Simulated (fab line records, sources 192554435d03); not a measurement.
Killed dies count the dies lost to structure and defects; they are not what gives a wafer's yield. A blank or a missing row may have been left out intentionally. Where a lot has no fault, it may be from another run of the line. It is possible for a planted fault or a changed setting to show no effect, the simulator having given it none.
fab line records -- flow n5Finfet
[record] lots = 9, wafers = 26, lastDay = 18
route steps=1938 shown BEOL_M4@1111 BEOL_M9@1405 PASSIVATION@1936
lots that met no fault: taken from a fault-free run of the same line
startH: hours from the record's opening day to when the first of the lot's shown wafers began -- waitH: time in hours since the lot's previous step -- " the same as in the row above -- L1.1+2: several wafers, shown together as one row -- - no value present, or no start provided -- * or withheld: withheld -- < > ~ a bound
route shown NAME@n: NAME is a module with steps in the file, n the number in the route of the first one -- usual: the fault-free wafers' mean and standard deviation -- same: alike in all rows -- chamber/n: place in a boat -- sites: readings site by site -- _std_site: standard deviation of those values -- _edge_site: outer sites' mean less inner sites' -- radiusMm: how far each site lies from the wafer's centre -- mask NAME#n: copy n -- behind: the last tool/chamber to shape the wafer -- hold: reason for holding the lot/hours on hold/outcome of the hold -- device: the transistor (n, p or np) that didn't switch -- end of line: the tests these same wafers got at the end of their route -- where a step has no rows: the recipe by itself -- killed: not the wafer's yield, but the dies lost to structure and defects at the first sort -- map: the dies of a wafer, with x for killed, . for not killed, _ for no die there
set.NAME: the setting as run; set.NAME@STEP: as run at that earlier step -- model.NAME: the simulator's own value behind a step, which no gauge read
one table for each step of the route and one row for each wafer, over a sample of lots
services: a tool's chamber out of use, with start hour (startH, from the record's first day; less than 0 if before it), hours out, and reason
[[steps]]
[step N5_BEOL_M4_RC_MEAS_101]
[usual] DIBL_N = 36.2/1.5, DIBL_P = 36.4/2.1, IOFF_N = 0.16/0.031, IOFF_P = 0.21/0.037, ION_N = 679/11, ION_P = 465/7.7, SS_N = 71.4/0.55, SS_P = 73.2/0.63, VT_N = 249/3.3, VT_P = -250/3.4
lot.wafer,tool,chamber,startH,waitH,DIBL_N[mV/V],DIBL_P[mV/V],IOFF_N[nA/um],IOFF_P[nA/um],ION_N[uA/um],ION_P[uA/um],SS_N[mV/dec],SS_P[mV/dec],VT_N[mV],VT_P[mV]
L995.1,prober-02,0,183.93,0.0,35.4,37.8,0.16,0.21,684,464,71.1,73.1,250,-249
L995.2,prober-02,0,183.93,0.0,35.4,38.0,0.16,0.22,673,463,71.4,74.1,252,-249
L995.5,prober-02,0,183.93,0.0,35.0,38.6,0.16,0.22,680,469,71.7,72.9,246,-248
L997.2,prober-02,0,194.71,0.2,35.6,35.6,0.13,0.17,668,453,70.7,74.0,255,-256
L997.4,prober-02,0,194.71,0.2,37.4,38.3,0.18,0.21,698,470,71.8,73.4,249,-251
L997.5,prober-02,0,194.71,0.2,39.1,40.9,0.22,0.25,689,470,71.8,74.5,247,-250
L998.4,prober-01,0,224.24,0.5,38.4,37.2,0.20,0.26,697,470,71.9,73.5,246,-244
L998.5,prober-01,0,224.24,0.5,35.3,34.7,0.15,0.22,689,473,71.2,73.2,249,-248
L998.6,prober-01,0,224.24,0.5,35.4,34.4,0.15,0.21,678,468,72.0,72.7,250,-249
L999.2,prober-02,0,224.45,0.2,36.1,37.4,0.15,0.18,668,453,72.2,73.5,252,-254
L999.4,prober-02,0,224.45,0.2,37.5,40.0,0.18,0.22,683,461,72.6,73.6,249,-251
L999.5,prober-02,0,224.45,0.2,34.2,36.7,0.13,0.17,663,454,71.3,73.4,255,-255
L100.1,prober-01,0,225.21,0.0,36.1,35.9,0.14,0.20,680,464,71.7,72.7,251,-251
L100.4,prober-01,0,225.21,0.0,34.5,33.3,0.12,0.17,670,462,70.9,72.8,253,-254
L100.5,prober-01,0,225.21,0.0,35.3,34.8,0.13,0.19,670,464,72.1,73.1,254,-253
L102.2,prober-01,0,229.87,0.2,37.5,36.4,0.21,0.26,681,471,71.8,72.5,244,-246
L102.3,prober-01,0,229.87,0.2,34.5,34.1,0.14,0.22,682,476,70.7,72.7,248,-246
L102.4,prober-01,0,229.87,0.2,36.5,36.2,0.20,0.26,690,472,71.4,72.7,245,-246
L107.1,prober-02,0,258.34,0.0,33.9,34.1,0.14,0.18,675,463,71.0,72.3,250,-252
L107.2,prober-02,0,258.34,0.0,36.5,37.3,0.19,0.24,692,475,72.0,73.5,244,-247
L107.3,prober-02,0,258.34,0.0,36.3,37.6,0.19,0.24,685,469,71.5,73.3,245,-247
L112.1,prober-01,0,285.12,0.0,35.5,35.1,0.15,0.22,683,473,71.0,74.0,248,-249
L112.6,prober-01,0,285.12,0.0,35.4,33.6,0.14,0.20,669,465,71.5,72.4,253,-250
L115.3,prober-02,0,316.51,0.5,35.0,35.3,0.16,0.21,693,463,70.4,73.5,248,-250
L115.4,prober-02,0,316.51,0.5,36.9,36.5,0.17,0.21,682,467,72.3,74.0,251,-249
L115.5,prober-02,0,316.51,0.5,37.2,36.8,0.19,0.22,680,465,71.8,74.4,248,-250
[step N5_BEOL_M9_HM_DEP_02]
[recipe] material = TiN, targetThkA = 200, tempC = 25, chamberPressurePa = 0.49996
[usual] throttleValvePct = 30.1/0.84
lot.wafer,tool,chamber,startH,waitH,throttleValvePct
L995.1,pvdSputter-01,-,222.24,2.0,29.7
L995.2,pvdSputter-01,-,222.24,2.0,30.3
L995.5,pvdSputter-01,-,222.24,2.0,28.0
L997.2,pvdSputter-02,-,235.91,1.5,31.9
L997.4,pvdSputter-02,-,235.91,1.5,29.7
L997.5,pvdSputter-02,-,235.91,1.5,29.5
L998.4,pvdSputter-03,-,267.77,0.3,29.8
L998.5,pvdSputter-03,-,267.77,0.3,29.9
L998.6,pvdSputter-03,-,267.77,0.3,29.9
L999.2,pvdSputter-03,-,268.71,0.5,29.2
L999.4,pvdSputter-03,-,268.71,0.5,29.6
L999.5,pvdSputter-03,-,268.71,0.5,30.0
L100.1,pvdSputter-03,-,269.82,0.0,29.8
L100.4,pvdSputter-03,-,269.82,0.0,29.9
L100.5,pvdSputter-03,-,269.82,0.0,29.2
L102.2,pvdSputter-02,-,276.43,0.5,31.8
L102.3,pvdSputter-02,-,276.43,0.5,29.8
L102.4,pvdSputter-02,-,276.43,0.5,31.0
L107.1,pvdSputter-02,-,300.10,1.6,29.3
L107.2,pvdSputter-02,-,300.10,1.6,30.9
L107.3,pvdSputter-02,-,300.10,1.6,29.8
L112.1,pvdSputter-03,-,331.04,1.3,29.8
L112.6,pvdSputter-03,-,331.04,1.3,30.0
L115.3,pvdSputter-01,-,362.61,1.1,30.9
L115.4,pvdSputter-01,-,362.61,1.1,29.8
L115.5,pvdSputter-01,-,362.61,1.1,28.3
[step N5_BEOL_M9_INSPECT_13]
[recipe] mode = adi, inspectInstrument = brightfield
[usual] rawDefectCount = 451/98
lot.wafer,tool,chamber,startH,waitH,rawDefectCount
L995.1,defectInspect-02,-,222.66,0.0,532
L995.2,defectInspect-02,-,222.66,0.0,532
L995.5,defectInspect-02,-,222.66,0.0,561
L997.2,defectInspect-02,-,236.33,0.0,424
L997.4,defectInspect-02,-,236.33,0.0,365
L997.5,defectInspect-02,-,236.33,0.0,395
L998.4,defectInspect-02,-,268.20,0.0,311
L998.5,defectInspect-02,-,268.20,0.0,449
L998.6,defectInspect-02,-,268.20,0.0,411
L999.2,defectInspect-02,-,269.14,0.0,404
L999.4,defectInspect-02,-,269.14,0.0,388
L999.5,defectInspect-02,-,269.14,0.0,378
L100.1,defectInspect-01,-,270.37,0.0,354
L100.4,defectInspect-01,-,270.37,0.0,412
L100.5,defectInspect-01,-,270.37,0.0,425
L102.2,defectInspect-01,-,276.85,0.0,318
L102.3,defectInspect-01,-,276.85,0.0,363
L102.4,defectInspect-01,-,276.85,0.0,414
L107.1,defectInspect-01,-,300.65,0.0,497
L107.2,defectInspect-01,-,300.65,0.0,416
L107.3,defectInspect-01,-,300.65,0.0,657
L112.1,defectInspect-01,-,331.59,0.0,399
L112.6,defectInspect-01,-,331.59,0.0,472
L115.3,defectInspect-01,-,363.16,0.0,458
L115.4,defectInspect-01,-,363.16,0.0,406
L115.5,defectInspect-01,-,363.16,0.0,464
[step N5_BEOL_M9_ETCH_61]
[recipe] chemistry = CF4, target = SiARC, targetDepthA = 390, maskMaterial = CAR-ArF, timeS = 65, ionEnergyEv = 80, pressureMtorr = 40, sourceW = 545, biasW = 36, Ar_flow_sccm = 100, cf4FlowSccm = 100, ends = cleared
[usual] drypumpMotorCurrentA = 5.6/0.42, etchRfOnTimeS = 65.3/1.3, oesProductAu = 0.66/0.07, rfVppV = 184.0/1.3, showerheadPlenumPTorr = 2.14/0.085, throttleValvePct = 15.72/0.25
lot.wafer,tool,chamber,startH,waitH,drypumpMotorCurrentA,etchRfOnTimeS,oesProductAu,rfHoursCounterH,rfVppV,showerheadPlenumPTorr,throttleValvePct
L995.1,rieDiel-04,3,222.73,0.0,5.9,63.4,0.61,195,185.7,2.22,16.04
L995.2,rieDiel-04,0,222.73,0.0,6.3,65.0,0.70,56,185.2,2.17,15.81
L995.5,rieDiel-04,0,222.73,0.0,6.3,65.1,0.71,-,184.8,2.17,15.81
L997.2,rieDiel-06,3,236.44,0.0,5.6,66.7,0.70,76,184.5,2.26,15.51
L997.4,rieDiel-06,2,236.44,0.0,5.8,64.6,0.75,-,184.6,2.20,15.35
L997.5,rieDiel-06,0,236.44,0.0,5.9,64.1,0.74,-,185.3,2.28,15.76
L998.4,rieDiel-04,0,268.27,0.0,6.3,64.9,0.70,68,185.0,2.16,15.83
L998.5,rieDiel-04,1,268.27,0.0,6.0,64.2,0.60,-,184.5,2.21,15.77
L998.6,rieDiel-04,2,268.27,0.0,5.7,65.9,0.58,-,182.1,2.02,15.92
L999.2,rieDiel-05,0,269.41,0.0,5.9,65.1,0.73,58,184.0,2.08,15.43
L999.4,rieDiel-05,3,269.41,0.0,5.1,65.7,0.60,241,182.0,2.03,15.84
L999.5,rieDiel-05,2,269.41,0.0,4.8,65.9,0.64,-,182.8,2.15,15.93
L100.1,rieDiel-05,0,270.44,0.0,5.8,65.6,0.72,58,184.3,2.08,15.44
L100.4,rieDiel-05,1,270.44,0.0,5.5,66.4,0.64,159,183.1,2.05,15.72
L100.5,rieDiel-05,1,270.44,0.0,5.5,66.3,0.64,-,182.9,2.05,15.72
L102.2,rieDiel-05,3,277.07,0.0,5.2,65.8,0.59,242,182.3,2.03,15.85
L102.3,rieDiel-05,2,277.07,0.0,4.8,66.1,0.63,135,183.4,2.15,15.92
L102.4,rieDiel-05,1,277.07,0.0,5.4,66.9,0.62,160,182.8,2.05,15.73
L107.1,rieDiel-05,0,300.72,0.0,5.8,65.5,0.72,67,183.3,2.07,15.47
L107.2,rieDiel-05,2,300.72,0.0,4.9,67.2,0.63,140,184.4,2.15,15.94
L107.3,rieDiel-05,3,300.72,0.0,5.2,66.0,0.59,249,181.8,2.03,15.87
L112.1,rieDiel-05,0,331.65,0.0,5.8,65.1,0.71,80,183.8,2.07,15.49
L112.6,rieDiel-05,1,331.65,0.0,5.5,67.0,0.62,-,182.0,2.04,15.76
L115.3,rieDiel-04,1,363.46,0.0,6.0,64.2,0.81,12,184.2,2.20,15.34
L115.4,rieDiel-04,0,363.46,0.0,6.3,65.4,0.66,102,183.0,2.15,15.90
L115.5,rieDiel-04,1,363.46,0.0,6.0,64.2,0.81,-,184.5,2.20,15.33
[step N5_BEOL_M9_HM_OPEN_17]
[recipe] chemistry = Cl2/BCl3, targetDepthA = 200, overetchA = 60, target = TiN, maskMaterial = SOC, ionEnergyEv = 150, pressureMtorr = 10, icpW = 1000, biasW = 126, Cl2_flow_sccm = 53.25, bcl3FlowSccm = 21.75, Ar_flow_sccm = 25
[usual] drypumpMotorCurrentA = 6.1/0.47, oesProductAu = 0.67/0.064, throttleValvePct = 22.23/0.21
lot.wafer,tool,chamber,startH,waitH,drypumpMotorCurrentA,oesProductAu,rfHoursCounterH,throttleValvePct
L995.1,rieMetal-02,1,222.97,0.0,6.1,0.65,42,21.98
L995.2,rieMetal-02,1,222.97,0.0,6.1,0.65,-,21.98
L995.5,rieMetal-02,1,222.97,0.0,6.1,0.64,-,21.99
L997.2,rieMetal-02,1,236.68,0.0,6.1,0.65,43,21.99
L997.4,rieMetal-02,1,236.68,0.0,6.1,0.65,-,21.98
L997.5,rieMetal-02,0,236.68,0.0,6.0,0.85,-,22.18
L998.4,rieMetal-03,0,268.53,0.1,5.8,0.67,-,22.53
L998.5,rieMetal-03,0,268.53,0.1,5.8,0.67,-,22.55
L998.6,rieMetal-03,1,268.53,0.1,6.7,0.70,-,22.19
L999.2,rieMetal-03,1,269.65,0.0,6.7,0.68,33,22.21
L999.4,rieMetal-03,1,269.65,0.0,6.7,0.69,-,22.21
L999.5,rieMetal-03,1,269.65,0.0,6.7,0.68,-,22.22
L100.1,rieMetal-03,0,270.68,0.0,5.9,0.67,47,22.53
L100.4,rieMetal-03,1,270.68,0.0,6.7,0.69,-,22.22
L100.5,rieMetal-03,1,270.68,0.0,6.7,0.69,-,22.20
L102.2,rieMetal-03,0,277.31,0.0,5.9,0.66,47,22.55
L102.3,rieMetal-03,1,277.31,0.0,6.7,0.69,-,22.22
L102.4,rieMetal-03,0,277.31,0.0,5.8,0.67,-,22.56
L107.1,rieMetal-02,0,300.96,0.0,6.0,0.79,6,22.17
L107.2,rieMetal-02,1,300.96,0.0,6.1,0.64,49,21.99
L107.3,rieMetal-02,0,300.96,0.0,6.0,0.92,-,21.98
L112.1,rieMetal-03,0,331.89,0.0,5.8,0.66,51,22.52
L112.6,rieMetal-03,0,331.89,0.0,5.8,0.65,-,22.58
L115.3,rieMetal-02,0,363.72,0.1,6.0,0.76,-,22.19
L115.4,rieMetal-02,1,363.72,0.1,6.1,0.63,-,21.98
L115.5,rieMetal-02,1,363.72,0.1,6.1,0.62,-,22.01
[step N5_BEOL_M9_CD_MEAS_18]
[recipe] pitchNm = 140, targetCdNm = 70
[usual] cdNm = 70.3/0.69
lot.wafer,tool,chamber,startH,waitH,cdNm
L995.1,cdSem-02,-,223.24,0.0,71.4
L995.2,cdSem-02,-,223.24,0.0,70.2
L995.5,cdSem-02,-,223.24,0.0,69.9
L997.2,cdSem-01,-,236.87,0.1,70.7
L997.4,cdSem-01,-,236.87,0.1,69.6
L997.5,cdSem-01,-,236.87,0.1,69.1
L998.4,cdSem-02,-,268.69,0.1,69.7
L998.5,cdSem-02,-,268.69,0.1,70.5
L998.6,cdSem-02,-,268.69,0.1,70.3
L999.2,cdSem-02,-,269.83,0.1,70.1
L999.4,cdSem-02,-,269.83,0.1,70.5
L999.5,cdSem-02,-,269.83,0.1,71.0
L100.1,cdSem-03,-,270.86,0.0,71.2
L100.4,cdSem-03,-,270.86,0.0,71.0
L100.5,cdSem-03,-,270.86,0.0,71.2
L102.2,cdSem-01,-,277.49,0.1,70.0
L102.3,cdSem-01,-,277.49,0.1,70.7
L102.4,cdSem-01,-,277.49,0.1,70.4
L107.1,cdSem-03,-,301.14,0.0,71.1
L107.2,cdSem-03,-,301.14,0.0,71.1
L107.3,cdSem-03,-,301.14,0.0,70.2
L112.1,cdSem-02,-,332.08,0.1,69.7
L112.6,cdSem-02,-,332.08,0.1,69.7
L115.3,cdSem-01,-,363.89,0.1,70.7
L115.4,cdSem-01,-,363.89,0.1,70.5
L115.5,cdSem-01,-,363.89,0.1,70.7
[step N5_BEOL_M9_OCD_MEAS_38]
[usual] trenchDepthNm = 150.7/2.5
lot.wafer,tool,chamber,startH,waitH,trenchDepthNm
L995.1,ocd-01,-,224.31,-,148.4
L995.2,ocd-01,-,224.31,-,151.9
L995.5,ocd-01,-,224.31,-,150.4
L997.2,ocd-01,-,239.50,-,147.1
L997.4,ocd-01,-,239.50,-,151.2
L997.5,ocd-01,-,239.50,-,147.5
L998.4,ocd-01,-,269.57,-,152.6
L998.5,ocd-01,-,269.57,-,149.9
L998.6,ocd-01,-,269.57,-,153.8
L999.2,ocd-01,-,270.71,-,151.2
L999.4,ocd-01,-,270.71,-,152.4
L999.5,ocd-01,-,270.71,-,148.7
L100.1,ocd-01,-,271.92,-,149.8
L100.4,ocd-01,-,271.92,-,148.9
L100.5,ocd-01,-,271.92,-,150.6
L102.2,ocd-01,-,278.38,-,149.5
L102.3,ocd-01,-,278.38,-,153.7
L102.4,ocd-01,-,278.38,-,152.3
L107.1,ocd-02,-,302.91,-,150.1
L107.2,ocd-02,-,302.91,-,147.7
L107.3,ocd-02,-,302.91,-,126.2
L112.1,ocd-01,-,335.43,-,150.1
L112.6,ocd-01,-,335.43,-,147.4
L115.3,ocd-02,-,366.22,-,148.3
L115.4,ocd-02,-,366.22,-,146.7
L115.5,ocd-02,-,366.22,-,149.3
[step N5_PASSIVATION_PROBE_49]
[usual] defectLimitedYield = 91.3/1.3, killed_at_M0_to_M3 = 36/12, killed_at_M4_up = 13/4.6, killedAtContacts = 13/5.4, killedAtFrontEnd = 37/10, killedAtOther = 3.6/2.9, killedDies = 102/15, killedOnRim = 13/4, killedOpen = 67/12, killedShort = 33/7.5, sort_bin_5_function = 5.1/0.93, sort_bin_6_memory = 3.2/0.62, sortNPass = 1078/15, sortYieldPct = 91.3/1.3
[same] grossDies = 1180, killedAtBackSide = 0, sort_bin_4_leakage[%] = 0, sort_bin_8_speed[%] = 0
lot.wafer,tool,chamber,startH,waitH,defectLimitedYield[%],killed_at_M0_to_M3,killed_at_M4_up,killedAtContacts,killedAtFrontEnd,killedAtOther,killedDies,killedOnRim,killedOpen,killedShort,sort_bin_5_function[%],sort_bin_6_memory[%],sortNPass,sortYieldPct[%]
L995.1,prober-02,-,289.92,0.0,93.1,25,5,15,33,3,81,8,57,23,3.6,2.8,1099,93.1
L995.2,prober-02,-,289.97,0.1,90.6,30,9,19,46,7,111,19,73,38,5.0,4.2,1069,90.6
L995.5,prober-02,-,290.12,0.2,89.7,26,15,11,62,7,121,21,76,43,5.8,4.4,1059,89.7
L997.2,prober-01,-,302.91,0.1,91.7,24,18,24,28,4,98,16,72,26,4.9,3.1,1082,91.7
L997.4,prober-01,-,303.01,0.2,93.1,16,11,13,37,5,82,11,47,33,3.5,3.2,1098,93.1
L997.5,prober-01,-,303.06,0.2,91.3,36,12,14,41,0,103,11,75,28,5.5,3.1,1077,91.3
L998.4,prober-01,-,329.02,0.2,89.5,43,20,26,34,1,124,15,87,37,6.4,3.6,1056,89.5
L998.5,prober-01,-,329.07,0.2,91.4,31,9,12,43,6,101,16,73,27,5.3,3.2,1079,91.4
L998.6,prober-01,-,329.12,0.3,91.5,36,17,16,26,5,100,10,67,29,5.3,3.1,1080,91.5
L999.2,prober-01,-,329.22,0.2,90.3,44,13,13,39,5,114,19,61,48,6.1,3.2,1066,90.3
L999.4,prober-01,-,329.32,0.3,91.7,34,8,18,35,3,98,14,69,29,4.7,3.1,1082,91.7
L999.5,prober-01,-,329.37,0.4,91.6,37,13,6,41,2,99,14,56,43,5.2,3.1,1081,91.6
L100.1,prober-01,-,333.62,0.2,91.2,27,14,12,49,2,104,15,70,32,6.0,2.7,1076,91.2
L100.4,prober-01,-,333.77,0.4,93.1,24,18,13,23,3,81,14,57,22,3.9,2.6,1099,93.1
L100.5,prober-01,-,333.82,0.4,91.4,27,20,7,42,6,102,17,67,34,5.3,3.1,1078,91.4
L102.2,prober-01,-,342.15,0.1,91.9,30,15,10,31,9,95,16,54,39,4.7,2.8,1085,91.9
L102.3,prober-01,-,342.20,0.1,92.2,19,18,14,36,5,92,13,67,23,4.3,3.3,1088,92.2
L102.4,prober-01,-,342.25,0.2,92.1,26,13,20,32,2,93,11,62,28,4.5,3.0,1087,92.1
L107.1,prober-01,-,365.32,0.0,92.5,23,17,12,35,1,88,12,65,21,4.4,3.0,1092,92.5
L107.2,prober-01,-,365.37,0.1,90.8,44,17,10,36,2,109,16,80,27,5.2,3.6,1071,90.8
L107.3,prober-01,-,365.42,0.1,75.7,22,207,21,36,1,287,99,70,24,20.8,3.2,893,75.7
// killed by level:class
L995.1 MOL_CONTACT_COAG:geometricParticle:open=13 FIN_SAQP:geometricParticle:open=12 FIN_SAQP:geometricParticle:short=6 STI_FIN_REVEAL:geometricParticle:open=6 BEOL_M0_SAQP:geometricParticle:open=6 BEOL_M2:geometricParticle:open=6 BEOL_M0_SAQP:geometricParticle:short=5 BEOL_M0:geometricParticle:open=4
L995.2 FIN_SAQP:geometricParticle:open=23 MOL_CONTACT_COAG:geometricParticle:open=15 BEOL_M0_SAQP:geometricParticle:short=11 FIN_SAQP:geometricParticle:short=10 BEOL_M0_SAQP:geometricParticle:open=7 MOL_CONTACT_COAG:geometricParticle:short=4 STI_FIN_REVEAL:geometricParticle:open=3 ILD0:geometricParticle:open=3
L995.5 STI_FIN_REVEAL:geometricParticle:open=18 FIN_SAQP:geometricParticle:open=16 FIN_SAQP:geometricParticle:short=7 MOL_CONTACT_COAG:geometricParticle:open=7 STARTING-WAFER:geometricParticle:short=7 BEOL_M0_SAQP:geometricParticle:open=5 BEOL_M1:geometricParticle:short=5 BEOL_M0_SAQP:geometricParticle:short=4
L997.2 MOL_CONTACT_COAG:geometricParticle:open=18 STI_FIN_REVEAL:geometricParticle:open=11 BEOL_M4:geometricParticle:open=9 BEOL_M1:geometricParticle:open=8 MOL_CONTACT_COAG:geometricParticle:short=6 STARTING-WAFER:geometricParticle:short=6 BEOL_M3:geometricParticle:open=5 BEOL_M1:geometricParticle:short=3
L997.4 MOL_CONTACT_COAG:geometricParticle:open=12 FIN_SAQP:geometricParticle:short=8 STI_FIN_REVEAL:geometricParticle:open=8 FIN_SAQP:geometricParticle:open=5 BEOL_M2:geometricParticle:open=4 BEOL_M4:geometricParticle:open=4 BEOL_M4:geometricParticle:short=4 STI_FIN_REVEAL:geometricParticle:short=3
L997.5 MOL_CONTACT_COAG:geometricParticle:open=12 STI_FIN_REVEAL:geometricParticle:open=11 FIN_SAQP:geometricParticle:open=7 BEOL_M1:geometricParticle:open=6 BEOL_M0:geometricParticle:open=6 STARTING-WAFER:geometricParticle:open=5 BEOL_M1:geometricParticle:short=5 FIN_SAQP:geometricParticle:short=4
L998.4 BEOL_M2:geometricParticle:open=18 MOL_CONTACT_COAG:geometricParticle:open=16 MOL_CONTACT_COAG:geometricParticle:short=10 BEOL_M0_SAQP:geometricParticle:short=9 BEOL_M4:geometricParticle:open=9 BEOL_M0_SAQP:geometricParticle:open=8 FIN_SAQP:geometricParticle:short=6 GATE_CUT:geometricParticle:open=5
L998.5 MOL_CONTACT_COAG:geometricParticle:open=12 STI_FIN_REVEAL:geometricParticle:open=11 BEOL_M2:geometricParticle:open=8 FIN_SAQP:geometricParticle:open=7 GATE_CUT:geometricParticle:open=6 BEOL_M1:geometricParticle:open=5 FIN_SAQP:geometricParticle:short=5 BEOL_M0_SAQP:geometricParticle:open=5
L998.6 MOL_CONTACT_COAG:geometricParticle:open=13 BEOL_M2:geometricParticle:open=12 BEOL_M0_SAQP:geometricParticle:open=5 BEOL_M2:geometricParticle:short=5 FIN_SAQP:geometricParticle:short=4 STI_FIN_REVEAL:geometricParticle:open=4 GATE_CUT:geometricParticle:short=4 BEOL_M0_SAQP:geometricParticle:short=4
L999.2 BEOL_M0_SAQP:geometricParticle:short=16 MOL_CONTACT_COAG:geometricParticle:open=11 STI_FIN_REVEAL:geometricParticle:open=9 BEOL_M2:geometricParticle:short=7 FIN_SAQP:geometricParticle:open=6 GATE_CUT:geometricParticle:short=5 BEOL_M3:geometricParticle:open=5 FIN_SAQP:geometricParticle:short=4
L999.4 MOL_CONTACT_COAG:geometricParticle:open=16 BEOL_M0_SAQP:geometricParticle:open=10 GATE_CUT:geometricParticle:open=9 BEOL_M0_SAQP:geometricParticle:short=6 FIN_SAQP:geometricParticle:open=5 BEOL_M1:geometricParticle:open=5 BEOL_M3:geometricParticle:open=5 STI_FIN_REVEAL:geometricParticle:open=4
L999.5 FIN_SAQP:geometricParticle:short=13 BEOL_M2:geometricParticle:open=10 FIN_SAQP:geometricParticle:open=8 BEOL_M0_SAQP:geometricParticle:open=7 BEOL_M0_SAQP:geometricParticle:short=7 BEOL_M1:geometricParticle:open=6 MOL_CONTACT_COAG:geometricParticle:open=5 BEOL_M2:geometricParticle:short=5
L100.1 FIN_SAQP:geometricParticle:open=17 STI_FIN_REVEAL:geometricParticle:open=9 FIN_SAQP:geometricParticle:short=7 BEOL_M2:geometricParticle:open=7 MOL_CONTACT_COAG:geometricParticle:short=6 MOL_CONTACT_COAG:geometricParticle:open=6 BEOL_M3:geometricParticle:open=5 BEOL_M0_SAQP:geometricParticle:short=5
L100.4 BEOL_M2:geometricParticle:open=10 BEOL_M4:geometricParticle:open=10 MOL_CONTACT_COAG:geometricParticle:open=9 BEOL_M3:geometricParticle:open=6 FIN_SAQP:geometricParticle:open=5 FIN_SAQP:geometricParticle:short=4 MOL_CONTACT_COAG:geometricParticle:short=4 BEOL_M4:geometricParticle:short=3
L100.5 BEOL_M2:geometricParticle:open=12 BEOL_M4:geometricParticle:open=10 FIN_SAQP:geometricParticle:short=9 STI_FIN_REVEAL:geometricParticle:open=7 MOL_CONTACT_COAG:geometricParticle:open=6 BEOL_M0_SAQP:geometricParticle:open=6 GATE_CUT:geometricParticle:open=5 FIN_SAQP:geometricParticle:open=4
L102.2 DUMMY_GATE:geometricParticle:open=7 BEOL_M2:geometricParticle:open=7 BEOL_M0_SAQP:geometricParticle:short=6 BEOL_M3:geometricParticle:open=5 MOL_CONTACT_COAG:geometricParticle:open=5 MOL_CONTACT_COAG:geometricParticle:short=5 BEOL_M4:geometricParticle:open=5 STI_FIN_REVEAL:geometricParticle:open=4
L102.3 MOL_CONTACT_COAG:geometricParticle:open=12 FIN_SAQP:geometricParticle:open=10 BEOL_M4:geometricParticle:open=8 BEOL_M0_SAQP:geometricParticle:open=6 DUMMY_GATE:geometricParticle:open=5 GATE_CUT:geometricParticle:open=5 FIN_SAQP:geometricParticle:short=4 BEOL_M0_SAQP:geometricParticle:short=4
L102.4 MOL_CONTACT_COAG:geometricParticle:open=16 FIN_SAQP:geometricParticle:open=8 DUMMY_GATE:geometricParticle:open=7 BEOL_M0_SAQP:geometricParticle:short=7 BEOL_M0_SAQP:geometricParticle:open=6 MOL_CONTACT_COAG:geometricParticle:short=4 BEOL_M2:geometricParticle:short=4 BEOL_M3:geometricParticle:open=4
L107.1 MOL_CONTACT_COAG:geometricParticle:open=11 STI_FIN_REVEAL:geometricParticle:open=10 BEOL_M4:geometricParticle:open=9 BEOL_M0_SAQP:geometricParticle:open=6 BEOL_M1:geometricParticle:open=6 DUMMY_GATE:geometricParticle:open=5 GATE_CUT:geometricParticle:short=5 BEOL_M3:geometricParticle:open=5
L107.2 BEOL_M2:geometricParticle:open=13 STI_FIN_REVEAL:geometricParticle:open=11 BEOL_M0_SAQP:geometricParticle:open=11 BEOL_M4:geometricParticle:open=10 MOL_CONTACT_COAG:geometricParticle:open=9 BEOL_M0_SAQP:geometricParticle:short=7 FIN_SAQP:geometricParticle:short=6 BEOL_M3:geometricParticle:open=6
L107.3 BEOL_M9:areaOpen=191 MOL_CONTACT_COAG:geometricParticle:open=20 STARTING-WAFER:geometricParticle:open=7 GATE_CUT:geometricParticle:short=5 BEOL_M3:geometricParticle:open=5 FIN_SAQP:geometricParticle:open=4 STI_FIN_REVEAL:geometricParticle:open=4 BEOL_M0:geometricParticle:open=4
[[services]]
tool,chamber,startH,hours,kind
rieMetal-02,0,202.30,-,clean
rieMetal-02,0,202.30,28.8,scheduledDown
rieMetal-02,0,202.30,28.8,ventCycle
rieDiel-06,1,231.72,4.9,repair
rieDiel-06,0,280.96,8.9,repair
pvdSputter-01,-,291.75,1.0,repair
rieDiel-05,-,292.30,4.3,pm
rieDiel-05,3,304.59,-,clean
rieDiel-05,3,304.59,-,consumableReplace:focusRing
rieDiel-05,3,304.59,-,consumableReplace:showerhead
rieDiel-05,3,304.59,17.8,scheduledDown
rieDiel-05,3,304.59,17.8,ventCycle
rieDiel-04,1,306.90,-,clean
rieDiel-04,1,306.90,-,consumableReplace:focusRing
rieDiel-04,1,306.90,17.6,scheduledDown
rieDiel-04,1,306.90,17.6,ventCycle
rieDiel-04,2,324.51,-,clean
rieDiel-04,2,324.51,-,consumableReplace:focusRing
rieDiel-04,2,324.51,-,consumableReplace:showerhead
rieDiel-04,2,324.51,18.1,scheduledDown
rieDiel-04,2,324.51,18.1,ventCycle
rieMetal-02,-,325.93,4.3,pm
rieDiel-04,3,339.73,5.7,repair
pvdSputter-03,-,357.96,4.7,repair
[[key]]
[firstSign] step = N5_BEOL_M9_HM_OPEN_17, reading = oesProductAu, direction = up, sigmas = 3.9, usual = 0.67, struck = 0.92
[effect] step = N5_BEOL_M9_OCD_MEAS_38, reading = trenchDepthNm, direction = down, sigmas = 9.9, usual = 150.7, struck = 126.2
[effect] step = N5_PASSIVATION_PROBE_49, reading = killed_at_M4_up, direction = up, sigmas = 43, usual = 13, struck = 207
[moreKillsBornAt] N5_BEOL_M9_HM_OPEN_17@rieMetal-02 = 191
metAt N5_BEOL_M9_HM_DEP_02
struckLots L107
struckWafers L107.3
notActingAt N5_BEOL_M9_INSPECT_13,N5_BEOL_M9_ETCH_61,N5_BEOL_M9_CD_MEAS_18
onsetBetween 235.91 300.10
[fault] kind = processParameterDrift, tool = pvdSputter-02, chamber = -, onsetH = 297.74, steps = N5_BEOL_M9_HM_DEP_02, channel = targetThkA, offset = *, shape = step, endH = 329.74, actsIn = *, stated = *, scope = struckWafersOnly
